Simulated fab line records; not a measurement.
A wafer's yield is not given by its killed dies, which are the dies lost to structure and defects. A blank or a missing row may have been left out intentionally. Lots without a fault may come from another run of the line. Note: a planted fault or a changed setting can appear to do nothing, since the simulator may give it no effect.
Chamber matching | flow nand-harc | 4 sister chambers for NHARC_P_GATE_DESCUM_31 on rie-diel-12
The step chemistry O2, time 3 s. 24 wafers are shown with their chamber, then 12 later ones without.

== WAFERS PAIRED WITH THEIR CHAMBERS ==
wafer  | chamber | drypump-motor-current-A (A) | oes-product-au (a.u.) | throttle-valve-pct (%)
L074.1 | 3       | 5.4                         | 1.006                 | 11.308
L074.2 | 1       | 5.8                         | 0.990                 | 11.325
L074.6 | 1       | 5.8                         | 0.990                 | 11.303
L076.1 | 2       | 5.6                         | 0.994                 | 11.327
L076.2 | 1       | 5.8                         | 0.980                 | 11.310
L076.5 | 2       | 5.6                         | 0.990                 | 11.303
L078.2 | 1       | 5.8                         | 0.983                 | 11.323
L078.3 | 3       | 5.4                         | 1.009                 | 11.314
L078.6 | 3       | 5.4                         | 1.002                 | 11.307
L079.1 | 3       | 5.4                         | 1.012                 | 11.302
L079.2 | 2       | 5.7                         | 0.992                 | 11.313
L079.5 | 1       | 5.8                         | 0.995                 | 11.304
L080.3 | 3       | 5.4                         | 1.000                 | 11.314
L080.5 | 0       | 5.2                         | 0.997                 | 11.331
L080.6 | 3       | 5.4                         | 0.995                 | 11.307
L082.1 | 1       | 5.8                         | 0.998                 | 11.321
L082.3 | 0       | 5.2                         | 0.997                 | 11.317
L082.5 | 0       | 5.2                         | 0.990                 | 11.315
L083.1 | 1       | 5.8                         | 0.996                 | 11.323
L083.2 | 2       | 5.6                         | 1.003                 | 11.304
L083.5 | 0       | 5.2                         | 1.011                 | 11.323
L089.1 | 1       | 5.8                         | 0.984                 | 11.316
L089.3 | 2       | 5.7                         | 0.986                 | 11.328
L089.4 | 2       | 5.7                         | 0.999                 | 11.301

SIGNATURES, as means of the wafers listed above
reading                 | chamber 0 | chamber 1 | chamber 2 | chamber 3 | scatter within a chamber
drypump-motor-current-A | 5.200     | 5.800     | 5.650     | 5.400     | 0.0274
oes-product-au          | 0.99875   | 0.98950   | 0.99400   | 1.00400   | 0.0068
throttle-valve-pct      | 11.32150  | 11.31563  | 11.31267  | 11.30867  | 0.00883
Rule: a wafer's distance from a chamber is the root of the sum, over the readings, of the square of ((its reading less the chamber's mean) divided by the reading's scatter). If the next closest chamber is less than 2 further off than the closest, the wafer can't be placed; otherwise it belongs to the closest. How the scatter is found: for the shown wafers, subtract from each reading the mean of its chamber, square and add these, divide the total by (wafers less chambers), then take the root.

== WAFERS MISSING THEIR CHAMBER ==
wafer  | drypump-motor-current-A (A) | oes-product-au (a.u.) | throttle-valve-pct (%)
L091.2 | 5.8                         | 0.990                 | 11.308
L091.3 | 5.4                         | 1.000                 | 11.294
L091.6 | 5.2                         | 1.000                 | 11.319
L094.1 | 5.7                         | 0.975                 | 11.310
L094.3 | 5.4                         | 1.008                 | 11.313
L094.6 | 5.2                         | 0.995                 | 11.310
L096.1 | 5.8                         | 0.993                 | 11.325
L096.3 | 5.6                         | 0.992                 | 11.318
L096.4 | 5.4                         | 1.013                 | 11.309
L097.2 | 5.4                         | 1.017                 | 11.324
L097.4 | 5.7                         | 0.983                 | 11.327
L097.5 | 5.4                         | 1.012                 | 11.318

== WHICH CHAMBER EACH WENT THROUGH ==
wafer  | from the rows above     | in truth
L091.2 | 1                       | 1
L091.3 | 3                       | 3
L091.6 | 0                       | 0
L094.1 | can't be placed: 2 or 1 | 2
L094.3 | 3                       | 3
L094.6 | 0                       | 0
L096.1 | 1                       | 1
L096.3 | 2                       | 2
L096.4 | 3                       | 3
L097.2 | 3                       | 3
L097.4 | can't be placed: 2 or 1 | 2
L097.5 | 3                       | 3
Placed correctly: 10 of 12. Unplaceable from these rows: 2, with the true chamber sitting among the candidates in 2. Placed wrongly: 0.
